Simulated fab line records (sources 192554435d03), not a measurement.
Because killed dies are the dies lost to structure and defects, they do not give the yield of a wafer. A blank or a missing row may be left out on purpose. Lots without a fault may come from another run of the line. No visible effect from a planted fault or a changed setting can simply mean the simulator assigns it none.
fab line records -- flow n5_finfet -- part 1 of 2: steps 1 to 16 of 23
record lots=5, wafers=15, last_day=17
route steps=1938 shown HKMG_FIN@435
lots that met no fault: taken from a fault-free run of the same line
start_h: start of the lot's first displayed wafer, in hours after the record's first day -- wait_h: hours since the lot's step before -- " the same as in the row above -- L1.1+2: a row that stands for several wafers -- - no value, or no start given -- * or withheld: withheld -- < > ~ a bound
route shown NAME@n: a module of which the file shows steps, and the number in the route of the first -- usual: mean and standard deviation over wafers with no fault -- same: alike in all rows -- chamber/n: place in a boat -- sites: each site's reading -- _std_site: the values' standard deviation -- _edge_site: the outer-site mean with the inner-site mean subtracted -- radius_mm: how far each site lies from the wafer's centre -- mask NAME#n: copy n -- behind: the last tool/chamber to shape the wafer -- hold: cause of the lot's hold/its duration in hours/its outcome -- device: the transistor (n, p or np) that didn't switch -- end of line: the route-end tests of the same wafers -- for a step that has no rows: nothing shown but its recipe -- killed: the dies lost at the first sort to structure and to defects; this is not the yield of the wafer -- map: shows each die of a wafer: x if killed, . if not, _ if none is there
set.NAME: setting as actually run; set.NAME@STEP: the setting as run at that earlier step -- model.NAME: the simulator's own value behind a step, which no gauge read
lots seen at some steps along the route; tables by step, rows by wafer
services: when a tool's chamber went out of use (start_h, in hours from the record's first day, below 0 if earlier), for how many hours, and the reason
## steps
# step N5_HKMG_FIN_ETCH_32
# recipe chemistry=N2/H2, target=SOC, target_depth_a=2400, temp_c=40, time_s=300, ion_energy_ev=200, mask_material=SiARC, pressure_mtorr=30, source_w=840, bias_w=150, n2_flow_sccm=200, h2_flow_sccm=200
# usual drypump_motor_current_A=5.9/0.42, oes_product_au=0.75/0.068, rf_vpp_V=524.3/1.7, showerhead_plenum_p_Torr=2.56/0.059, throttle_valve_pct=17.99/0.15
lot.wafer,tool,chamber,start_h,wait_h,drypump_motor_current_A,oes_product_au,rf_hours_counter_h,rf_vpp_V,showerhead_plenum_p_Torr,throttle_valve_pct
L077.2,rie_diel-03,2,93.91,0.0,5.8,0.73,150,524.1,2.55,17.94
L077.3,rie_diel-03,0,93.91,0.0,5.5,0.71,198,526.5,2.63,17.82
L077.5,rie_diel-03,1,93.91,0.0,6.0,0.71,-,523.0,2.52,18.24
L084.2,rie_diel-01,1,137.68,0.0,6.6,0.73,185,524.0,2.53,18.17
L084.4,rie_diel-01,3,137.68,0.0,6.1,0.87,38,526.6,2.58,17.89
L084.6,rie_diel-01,1,137.68,0.0,6.6,0.73,-,524.3,2.53,18.17
L088.1,rie_diel-03,1,161.90,0.0,6.0,0.69,244,522.5,2.51,18.28
L088.2,rie_diel-03,2,161.90,0.0,5.8,0.70,175,524.5,2.54,18.01
L088.6,rie_diel-03,1,161.90,0.0,6.0,0.68,-,522.6,2.51,18.29
L091.3,rie_diel-03,3,191.58,0.0,6.1,0.69,240,522.9,2.50,17.93
L091.4,rie_diel-03,0,191.58,0.0,5.5,0.68,-,526.1,2.62,17.87
L091.6,rie_diel-03,2,191.58,0.0,5.8,0.70,-,523.3,2.53,18.02
L097.3,rie_diel-01,3,218.84,0.0,6.1,0.84,69,525.4,2.57,17.95
L097.5,rie_diel-01,2,218.84,0.0,5.9,0.75,-,525.5,2.54,17.80
L097.6,rie_diel-01,3,218.84,0.0,6.1,0.83,-,524.8,2.57,17.94
# step N5_HKMG_FIN_STRIP_33
# recipe chemistry=N2/H2, temp_c=40, n2_flow_sccm=200, h2_flow_sccm=200, rf_frequency_hz=6e+07
lot.wafer,tool,chamber,start_h,wait_h
L077.2+3+5,rie_diel-03,"2,0,1",94.09,0.1
L084.2+4+6,rie_diel-01,"1,3,1",137.86,0.1
L088.1+2+6,rie_diel-03,"1,2,1",162.08,0.1
L091.3+4+6,rie_diel-03,"3,0,2",191.76,0.1
L097.3+5+6,rie_diel-01,"3,2,3",219.02,0.1
# step N5_HKMG_FIN_STRIP_34
# recipe chemistry=CF4, resist=SiARC, power_w=300, bias_power_w=75, pressure_mtorr=50, cf4_flow_sccm=150, rf_frequency_hz=6e+07
# usual bias_power_w=74.98/0.23, drypump_motor_current_A=5.9/0.41, oes_product_au=0.75/0.063, rf_vpp_V=271.4/1.3, showerhead_plenum_p_Torr=1.81/0.039, throttle_valve_pct=13.71/0.15
lot.wafer,tool,chamber,start_h,wait_h,bias_power_w,drypump_motor_current_A,oes_product_au,rf_hours_counter_h,rf_vpp_V,showerhead_plenum_p_Torr,throttle_valve_pct
L077.2,rie_diel-03,2,94.10,0.0,74.87,5.8,0.74,150,270.7,1.79,13.70
L077.3,rie_diel-03,0,94.10,0.0,74.95,5.5,0.71,198,272.6,1.85,13.60
L077.5,rie_diel-03,1,94.10,0.0,74.94,6.0,0.69,-,271.2,1.78,13.93
L084.2,rie_diel-01,1,137.87,0.0,74.81,6.6,0.73,185,271.2,1.79,13.85
L084.4,rie_diel-01,3,137.87,0.0,75.25,6.1,0.86,38,271.5,1.83,13.57
L084.6,rie_diel-01,1,137.87,0.0,75.05,6.6,0.73,-,269.8,1.79,13.85
L088.1,rie_diel-03,1,162.09,0.0,74.34,6.0,0.68,244,269.1,1.77,13.99
L088.2,rie_diel-03,2,162.09,0.0,74.71,5.8,0.72,176,272.6,1.79,13.78
L088.6,rie_diel-03,1,162.09,0.0,74.45,6.0,0.68,-,269.6,1.77,13.99
L091.3,rie_diel-03,3,191.77,0.0,74.96,6.1,0.69,241,269.2,1.77,13.79
L091.4,rie_diel-03,0,191.77,0.0,75.00,5.5,0.68,-,269.7,1.84,13.67
L091.6,rie_diel-03,2,191.77,0.0,75.12,5.8,0.71,-,270.5,1.78,13.80
L097.3,rie_diel-01,3,219.03,0.0,74.92,6.1,0.83,69,271.8,1.82,13.61
L097.5,rie_diel-01,2,219.03,0.0,74.89,5.9,0.74,-,270.6,1.79,13.51
L097.6,rie_diel-01,3,219.03,0.0,74.58,6.1,0.83,-,272.7,1.82,13.64
# step N5_HKMG_FIN_ETCH_35
# recipe chemistry=N2/H2, target=SOC, target_depth_a=2158, ion_energy_ev=65, bias_w=5, source_w=3000, time_s=243.4, pressure_mtorr=30, n2_flow_sccm=200, h2_flow_sccm=200
# usual drypump_motor_current_A=5.9/0.42, oes_product_au=0.75/0.068, rf_vpp_V=141.7/0.86, showerhead_plenum_p_Torr=2.56/0.059, throttle_valve_pct=18.00/0.15
lot.wafer,tool,chamber,start_h,wait_h,drypump_motor_current_A,oes_product_au,rf_hours_counter_h,rf_vpp_V,showerhead_plenum_p_Torr,throttle_valve_pct
L077.2,rie_diel-03,2,94.12,0.0,5.8,0.73,150,141.7,2.55,17.95
L077.3,rie_diel-03,0,94.12,0.0,5.5,0.72,199,142.2,2.63,17.83
L077.5,rie_diel-03,1,94.12,0.0,6.0,0.71,-,140.3,2.52,18.24
L084.2,rie_diel-01,1,137.89,0.0,6.6,0.73,185,141.2,2.53,18.17
L084.4,rie_diel-01,3,137.89,0.0,6.1,0.88,38,141.5,2.58,17.90
L084.6,rie_diel-01,1,137.89,0.0,6.7,0.75,-,141.2,2.53,18.18
L088.1,rie_diel-03,1,162.11,0.0,6.0,0.69,244,140.3,2.51,18.32
L088.2,rie_diel-03,2,162.11,0.0,5.8,0.71,176,143.7,2.54,18.00
L088.6,rie_diel-03,1,162.11,0.0,6.0,0.68,-,141.0,2.51,18.29
L091.3,rie_diel-03,3,191.79,0.0,6.2,0.69,241,141.4,2.50,17.97
L091.4,rie_diel-03,0,191.79,0.0,5.5,0.68,-,143.0,2.62,17.89
L091.6,rie_diel-03,2,191.79,0.0,5.8,0.69,-,141.0,2.53,18.03
L097.3,rie_diel-01,3,219.05,0.0,6.1,0.83,69,141.7,2.57,17.97
L097.5,rie_diel-01,2,219.05,0.0,5.9,0.74,-,141.2,2.54,17.80
L097.6,rie_diel-01,3,219.05,0.0,6.1,0.84,-,141.4,2.57,17.93
# step N5_HKMG_FIN_STRIP_92
# recipe chemistry=N2/H2, material=SOC, time_s=20, power_w=500, temp_c=40, pressure_mtorr=50, rf_frequency_hz=6e+07, bias_power_w=8, h2_frac=0.5, n2_flow_sccm=300, h2_flow_sccm=300
# usual bias_power_w=7.999/0.022, drypump_motor_current_A=5.9/0.42, oes_product_au=0.75/0.068, rf_vpp_V=54.1/0.75, showerhead_plenum_p_Torr=3.38/0.075, throttle_valve_pct=19.27/0.24
lot.wafer,tool,chamber,start_h,wait_h,bias_power_w,drypump_motor_current_A,oes_product_au,rf_hours_counter_h,rf_vpp_V,showerhead_plenum_p_Torr,throttle_valve_pct
L077.2,rie_diel-03,2,94.27,0.1,7.959,5.8,0.72,150,52.8,3.37,18.98
L077.3,rie_diel-03,0,94.27,0.1,7.991,5.5,0.71,199,54.5,3.48,18.90
L077.5,rie_diel-03,1,94.27,0.1,7.989,6.0,0.70,-,54.1,3.33,19.68
L084.2,rie_diel-01,1,138.04,0.1,7.973,6.6,0.74,186,53.7,3.34,19.54
L084.4,rie_diel-01,3,138.04,0.1,8.034,6.1,0.89,38,55.6,3.41,19.17
L084.6,rie_diel-01,1,138.04,0.1,8.002,6.7,0.74,-,53.8,3.34,19.56
L088.1,rie_diel-03,1,162.26,0.1,8.028,6.0,0.69,244,55.0,3.31,19.73
L088.2,rie_diel-03,2,162.26,0.1,7.986,5.8,0.70,176,54.9,3.35,19.02
L088.6,rie_diel-03,1,162.26,0.1,7.983,6.0,0.68,-,55.0,3.31,19.72
L091.3,rie_diel-03,3,191.94,0.1,7.990,6.2,0.68,241,54.3,3.31,19.02
L091.4,rie_diel-03,0,191.94,0.1,8.005,5.5,0.69,-,53.1,3.46,18.98
L091.6,rie_diel-03,2,191.94,0.1,8.026,5.9,0.70,-,53.8,3.35,19.03
L097.3,rie_diel-01,3,219.20,0.1,7.997,6.1,0.83,69,55.1,3.39,19.24
L097.5,rie_diel-01,2,219.20,0.1,8.005,5.9,0.73,-,55.9,3.36,19.20
L097.6,rie_diel-01,3,219.20,0.1,7.987,6.1,0.84,-,53.7,3.39,19.21
# step N5_HKMG_FIN_WET_ETCH_18
# recipe chemistry=SC1, target=TiN, mix=1:1:5, temp_c=*, time_s=55, target_depth_nm=5.2, dry=ipa_marangoni, rinse_time_s=30, rinse_temp_c=23
# usual bath_guard_temp_C=*
lot.wafer,tool,chamber,start_h,wait_h,bath_guard_temp_C
L077.2,wet_bench-04,2,94.35,0.1,*
L077.3,wet_bench-04,3,94.35,0.1,*
L077.5,wet_bench-04,1,94.35,0.1,*
L084.2,wet_bench-01,3,138.13,0.1,*
L084.4,wet_bench-01,1,138.13,0.1,*
L084.6,wet_bench-01,2,138.13,0.1,*
L088.1,wet_bench-01,1,162.35,0.1,*
L088.2,wet_bench-01,2,162.35,0.1,*
L088.6,wet_bench-01,0,162.35,0.1,*
L091.3,wet_bench-01,1,192.02,0.1,*
L091.4,wet_bench-01,5,192.02,0.1,*
L091.6,wet_bench-01,6,192.02,0.1,*
L097.3,wet_bench-04,4,219.28,0.1,*
L097.5,wet_bench-04,0,219.28,0.1,*
L097.6,wet_bench-04,3,219.28,0.1,*
# step N5_HKMG_FIN_STRIP_19
# recipe chemistry=N2/H2, power_w=2500, temp_c=300, h2_frac=0.65, time_s=360, pressure_mtorr=withheld, n2_flow_sccm=1750, h2_flow_sccm=3250
# usual drypump_motor_current_A=5.83/0.052, heater_power_w=495/55
lot.wafer,tool,chamber,start_h,wait_h,drypump_motor_current_A,heater_power_w,rf_hours_counter_h
L077.2,plasma_asher-01,0,94.41,0.0,5.83,506,90
L077.3,plasma_asher-01,1,94.41,0.0,5.85,430,-
L077.5,plasma_asher-01,0,94.41,0.0,5.85,518,-
L084.2,plasma_asher-01,0,138.19,0.0,5.83,493,98
L084.4,plasma_asher-01,1,138.19,0.0,5.86,418,-
L084.6,plasma_asher-01,0,138.19,0.0,5.84,525,-
L088.1,plasma_asher-02,0,162.41,0.0,5.89,578,53
L088.2,plasma_asher-02,1,162.41,0.0,5.77,468,53
L088.6,plasma_asher-02,1,162.41,0.0,5.75,456,-
L091.3,plasma_asher-02,0,192.24,0.1,5.84,557,-
L091.4,plasma_asher-02,1,192.24,0.1,5.78,463,-
L091.6,plasma_asher-02,1,192.24,0.1,5.75,452,-
L097.3,plasma_asher-02,1,219.46,0.1,5.79,471,-
L097.5,plasma_asher-02,1,219.46,0.1,5.78,469,-
L097.6,plasma_asher-02,0,219.46,0.1,5.89,566,-
# step N5_HKMG_FIN_ALD_91
# recipe material=TiN, target_thk_a=10, temp_c=400, ald_precursor_family=TiCl4, ald_co_reactant=NH3, pulse_time_s=1, purge_time_s=3, co_reactant_purge_time_s=2, co_reactant_pulse_time_s=2, ald_cycles=47, pressure_torr=3
# usual heater_power_w=891/98, precursor_pulse_height_rel=1.003/0.021
# same pulse_time_s=1
lot.wafer,tool,chamber,start_h,wait_h,heater_power_w,precursor_pulse_height_rel
L077.2,ald_metal-01,3,94.80,0.3,824,1.009
L077.3,ald_metal-01,1,94.80,0.3,941,1.024
L077.5,ald_metal-01,3,94.80,0.3,818,1.003
L084.2,ald_metal-04,2,138.57,0.3,771,0.988
L084.4,ald_metal-04,3,138.57,0.3,869,1.031
L084.6,ald_metal-04,2,138.57,0.3,761,0.967
L088.1,ald_metal-03,3,162.79,0.3,1009,0.970
L088.2,ald_metal-03,2,162.79,0.3,812,1.021
L088.6,ald_metal-03,0,162.79,0.3,762,0.998
L091.3,ald_metal-04,3,192.50,0.1,859,0.980
L091.4,ald_metal-04,1,192.50,0.1,1003,0.983
L091.6,ald_metal-04,3,192.50,0.1,866,0.996
L097.3,ald_metal-01,1,219.73,0.1,967,1.018
L097.5,ald_metal-01,2,219.73,0.1,933,1.041
L097.6,ald_metal-01,1,219.73,0.1,948,0.991
# step N5_HKMG_FIN_COAT_85
# recipe resist=SOC, temp_c=250, time_s=60, spin_rpm=1500, resist_thk_nm=300
lot.wafer,tool,chamber,start_h,wait_h
L077.2+3+5,litho_track-02,0,95.07,0.2
L084.2+4+6,litho_track-01,0,138.85,0.2
L088.1+2+6,litho_track-05,0,163.07,0.2
L091.3+4+6,litho_track-01,0,192.79,0.2
L097.3+5+6,litho_track-05,0,220.01,0.2
# step N5_HKMG_FIN_ETCH_86
# recipe chemistry=N2/H2, target=SOC, target_depth_a=3932, stop_on=TiN, ion_energy_ev=100, bias_w=61, pressure_mtorr=30, source_w=850, n2_flow_sccm=200, h2_flow_sccm=200
# usual drypump_motor_current_A=5.9/0.38, oes_product_au=0.76/0.076, rf_vpp_V=240.9/1.2, showerhead_plenum_p_Torr=2.56/0.059, throttle_valve_pct=17.94/0.16
lot.wafer,tool,chamber,start_h,wait_h,drypump_motor_current_A,oes_product_au,rf_hours_counter_h,rf_vpp_V,showerhead_plenum_p_Torr,throttle_valve_pct
L077.2,rie_diel-04,1,95.14,-,5.7,0.79,111,241.9,2.67,18.13
L077.3,rie_diel-04,3,95.14,-,6.0,0.70,225,239.4,2.51,17.99
L077.5,rie_diel-04,1,95.14,-,5.7,0.80,-,241.9,2.67,18.11
L084.2,rie_diel-03,0,138.92,-,5.5,0.70,214,242.1,2.63,17.82
L084.4,rie_diel-03,2,138.92,-,5.8,0.72,167,240.4,2.54,17.95
L084.6,rie_diel-03,2,138.92,-,5.8,0.71,-,240.3,2.54,17.98
L088.1,rie_diel-04,3,163.13,-,6.0,0.69,249,240.6,2.50,18.03
L088.2,rie_diel-04,0,163.13,-,5.4,0.70,221,242.0,2.52,17.92
L088.6,rie_diel-04,1,163.13,-,5.7,0.77,-,242.3,2.66,18.14
L091.3,rie_diel-01,1,192.84,-,6.7,0.71,204,241.2,2.52,18.17
L091.4,rie_diel-01,3,192.84,-,6.1,0.84,59,239.9,2.57,17.90
L091.6,rie_diel-01,2,192.84,-,5.9,0.74,-,239.8,2.55,17.74
L097.3,rie_diel-03,0,220.07,-,5.5,0.67,242,240.9,2.62,17.88
L097.5,rie_diel-03,0,220.07,-,5.5,0.67,-,243.1,2.61,17.88
L097.6,rie_diel-03,1,220.07,-,6.0,0.94,-,241.8,2.50,17.83
# step N5_HKMG_FIN_STRIP_89
# recipe chemistry=N2/H2, material=SOC, time_s=20, power_w=500, temp_c=40, pressure_mtorr=50, rf_frequency_hz=6e+07, bias_power_w=8, h2_frac=0.5, n2_flow_sccm=300, h2_flow_sccm=300
# usual bias_power_w=8.001/0.023, drypump_motor_current_A=5.9/0.38, oes_product_au=0.76/0.079, rf_vpp_V=54.3/0.83, showerhead_plenum_p_Torr=3.38/0.075, throttle_valve_pct=19.26/0.24
lot.wafer,tool,chamber,start_h,wait_h,bias_power_w,drypump_motor_current_A,oes_product_au,rf_hours_counter_h,rf_vpp_V,showerhead_plenum_p_Torr,throttle_valve_pct
L077.2,rie_diel-04,1,95.20,0.0,8.006,5.7,0.80,111,55.1,3.52,19.53
L077.3,rie_diel-04,3,95.20,0.0,7.972,6.1,0.70,225,53.5,3.32,19.54
L077.5,rie_diel-04,1,95.20,0.0,7.964,5.7,0.81,-,54.9,3.52,19.51
L084.2,rie_diel-03,0,138.98,0.0,7.985,5.5,0.70,214,54.3,3.47,18.93
L084.4,rie_diel-03,2,138.98,0.0,7.947,5.8,0.71,167,55.3,3.36,19.01
L084.6,rie_diel-03,2,138.98,0.0,7.980,5.8,0.71,-,55.1,3.36,19.02
L088.1,rie_diel-04,3,163.19,0.0,8.039,6.1,0.69,249,54.1,3.31,19.56
L088.2,rie_diel-04,0,163.19,0.0,7.973,5.4,0.70,221,55.3,3.32,19.41
L088.6,rie_diel-04,1,163.19,0.0,7.986,5.7,0.78,-,54.8,3.51,19.56
L091.3,rie_diel-01,1,192.90,0.0,7.997,6.7,0.72,204,54.1,3.33,19.59
L091.4,rie_diel-01,3,192.90,0.0,7.949,6.1,0.85,59,54.0,3.40,19.22
L091.6,rie_diel-01,2,192.90,0.0,7.994,5.9,0.75,-,54.2,3.36,19.18
L097.3,rie_diel-03,0,220.13,0.0,7.974,5.5,0.69,243,53.9,3.45,19.00
L097.5,rie_diel-03,0,220.13,0.0,7.991,5.5,0.69,-,54.9,3.45,18.99
L097.6,rie_diel-03,1,220.13,0.0,8.027,6.0,0.95,-,54.7,3.31,19.33
# step N5_HKMG_FIN_WET_ETCH_87
# recipe chemistry=SC1, target=TiN, mix=1:2:40, temp_c=50, time_s=154.2, target_depth_nm=4.7, dry=ipa_marangoni, rinse_time_s=30, rinse_temp_c=23
# usual bath_guard_temp_C=50.0/0.53
lot.wafer,tool,chamber,start_h,wait_h,bath_guard_temp_C
L077.2,wet_bench-06,5,95.30,0.1,49.5
L077.3,wet_bench-06,4,95.30,0.1,50.0
L077.5,wet_bench-06,3,95.30,0.1,49.4
L084.2,wet_bench-04,3,139.08,0.1,49.7
L084.4,wet_bench-04,4,139.08,0.1,49.4
L084.6,wet_bench-04,2,139.08,0.1,49.7
L088.1,wet_bench-04,3,163.29,0.1,49.8
L088.2,wet_bench-04,0,163.29,0.1,50.9
L088.6,wet_bench-04,1,163.29,0.1,50.5
L091.3,wet_bench-04,2,193.00,0.1,49.8
L091.4,wet_bench-04,1,193.00,0.1,50.8
L091.6,wet_bench-04,7,193.00,0.1,50.0
L097.3,wet_bench-04,2,220.23,0.1,50.0
L097.5,wet_bench-04,1,220.23,0.1,51.3
L097.6,wet_bench-04,0,220.23,0.1,51.1
# step N5_HKMG_FIN_STRIP_88
# recipe chemistry=N2/H2, power_w=2500, temp_c=300, h2_frac=0.65, time_s=360, pressure_mtorr=withheld, n2_flow_sccm=1750, h2_flow_sccm=3250
# usual drypump_motor_current_A=5.83/0.042, heater_power_w=489/54
lot.wafer,tool,chamber,start_h,wait_h,drypump_motor_current_A,heater_power_w,rf_hours_counter_h
L077.2,plasma_asher-02,0,95.39,0.0,5.89,578,40
L077.3,plasma_asher-02,1,95.39,0.0,5.75,476,-
L077.5,plasma_asher-02,1,95.39,0.0,5.76,454,-
L084.2,plasma_asher-02,1,139.17,0.0,5.78,462,48
L084.4,plasma_asher-02,0,139.17,0.0,5.89,569,-
L084.6,plasma_asher-02,0,139.17,0.0,5.88,570,-
L088.1,plasma_asher-01,0,163.38,0.0,5.84,504,103
L088.2,plasma_asher-01,1,163.38,0.0,5.89,416,103
L088.6,plasma_asher-01,0,163.38,0.0,5.84,512,-
L091.3,plasma_asher-01,0,193.21,0.1,5.84,513,-
L091.4,plasma_asher-01,1,193.21,0.1,5.86,425,-
L091.6,plasma_asher-01,1,193.21,0.1,5.85,426,-
L097.3,plasma_asher-02,0,220.43,0.1,5.90,581,-
L097.5,plasma_asher-02,1,220.43,0.1,5.71,456,-
L097.6,plasma_asher-02,0,220.43,0.1,5.86,589,-
# step N5_HKMG_FIN_NWFM_ALD_20
# recipe material=TiAlC, target_thk_a=20, temp_c=300, ald_precursor_family=TiCl4, ald_co_reactant=TEA, pulse_time_s=3, purge_time_s=2, co_reactant_purge_time_s=2, co_reactant_pulse_time_s=10, ald_cycles=7, pressure_torr=3
# usual heater_power_w=499/49, precursor_pulse_height_rel=1.000/0.019
# same pulse_time_s=3
lot.wafer,tool,chamber,start_h,wait_h,heater_power_w,precursor_pulse_height_rel
L077.2,ald_metal-03,3,95.78,0.3,568,0.997
L077.3,ald_metal-03,0,95.78,0.3,437,1.006
L077.5,ald_metal-03,0,95.78,0.3,431,1.008
L084.2,ald_metal-03,0,139.55,0.3,443,0.990
L084.4,ald_metal-03,1,139.55,0.3,459,1.009
L084.6,ald_metal-03,0,139.55,0.3,435,1.016
L088.1,ald_metal-04,2,163.76,0.3,418,0.999
L088.2,ald_metal-04,1,163.76,0.3,556,1.019
L088.6,ald_metal-04,3,163.76,0.3,482,0.959
L091.3,ald_metal-01,3,193.48,0.1,466,1.011
L091.4,ald_metal-01,1,193.48,0.1,537,0.982
L091.6,ald_metal-01,0,193.48,0.1,528,0.998
L097.3,ald_metal-03,3,220.70,0.1,575,0.988
L097.5,ald_metal-03,0,220.70,0.1,437,1.041
L097.6,ald_metal-03,3,220.70,0.1,575,0.968
# step N5_HKMG_FIN_ALD_71
# recipe material=TiN, target_thk_a=10, temp_c=400, ald_precursor_family=TiCl4, ald_co_reactant=NH3, pulse_time_s=1, purge_time_s=3, co_reactant_purge_time_s=2, co_reactant_pulse_time_s=2, ald_cycles=47, pressure_torr=3
# usual heater_power_w=890/91, precursor_pulse_height_rel=1.000/0.02
# same pulse_time_s=1
lot.wafer,tool,chamber,start_h,wait_h,heater_power_w,precursor_pulse_height_rel
L077.2,ald_metal-03,3,95.88,0.0,1041,0.982
L077.3,ald_metal-03,0,95.88,0.0,779,0.951
L077.5,ald_metal-03,0,95.88,0.0,783,1.012
L084.2,ald_metal-03,0,139.65,0.0,777,0.985
L084.4,ald_metal-03,1,139.65,0.0,832,1.006
L084.6,ald_metal-03,0,139.65,0.0,784,1.017
L088.1,ald_metal-04,2,163.86,0.0,774,1.001
L088.2,ald_metal-04,1,163.86,0.0,1012,0.999
L088.6,ald_metal-04,3,163.86,0.0,842,0.979
L091.3,ald_metal-01,3,193.58,0.0,820,1.022
L091.4,ald_metal-01,1,193.58,0.0,958,1.017
L091.6,ald_metal-01,0,193.58,0.0,954,0.996
L097.3,ald_metal-03,3,220.80,0.0,1042,0.985
L097.5,ald_metal-03,0,220.80,0.0,772,1.001
L097.6,ald_metal-03,3,220.80,0.0,1032,1.003
# step N5_HKMG_FIN_COAT_66
# recipe resist=SOC, temp_c=250, time_s=60, spin_rpm=1500, resist_thk_nm=300
lot.wafer,tool,chamber,start_h,wait_h
L077.2+3+5,litho_track-02,0,96.15,0.2
L084.2+4+6,litho_track-02,0,139.93,0.2
L088.1+2+6,litho_track-05,0,164.14,0.2
L091.3+4+6,litho_track-02,0,193.86,0.2
L097.3+5+6,litho_track-05,0,221.08,0.2
